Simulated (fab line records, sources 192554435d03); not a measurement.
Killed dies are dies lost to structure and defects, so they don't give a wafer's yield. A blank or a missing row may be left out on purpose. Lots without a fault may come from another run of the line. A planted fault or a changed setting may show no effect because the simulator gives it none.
Chamber matching | flow n5_finfet | N5_BEOL_M14_ETCH_68 on rie_diel-02: 4 sister chambers
The step etches SOC in N2/H2, time 450 s. 4 wafers are shown with their chamber, then 8 later ones without.

WAFERS WITH THEIR CHAMBER
wafer  | chamber | showerhead_plenum_p_Torr (Torr)
L084.5 | 3       | 2.57
L084.6 | 0       | 2.72
L085.1 | 1       | 2.70
L087.2 | 2       | 2.70

WAFERS WITHOUT THEIR CHAMBER
wafer  | showerhead_plenum_p_Torr (Torr)
L087.5 | 2.70
L087.6 | 2.57
L093.2 | 2.56
L093.4 | 2.69
L093.5 | 2.71
L094.2 | 2.71
L094.4 | 2.69
L094.6 | 2.56

WHICH CHAMBER EACH WENT THROUGH
wafer  | from the rows above          | in truth
L087.5 | can't be placed: 1 or 2      | 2
L087.6 | 3                            | 3
L093.2 | 3                            | 3
L093.4 | can't be placed: 1 or 2      | 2
L093.5 | can't be placed: 1 or 2 or 0 | 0
L094.2 | can't be placed: 1 or 2 or 0 | 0
L094.4 | can't be placed: 1 or 2      | 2
L094.6 | 3                            | 3
Placed correctly: 3 of 8. Can't be placed from these rows: 5 (the true chamber is among the candidates in 5). Placed wrongly: 0.
How it was worked out, from the rows above alone: a wafer's distance from a chamber is the root of the sum, over the readings, of the square of ((its reading less the chamber's mean) divided by the reading's scatter). The wafer belongs to the nearest chamber; if the next one is less than 2 further off, it can't be placed. A chamber's mean is the mean of its shown wafers. The scatter: with one shown wafer a chamber, the root of the mean of the squares of how far each hidden wafer lies from its nearest shown one.
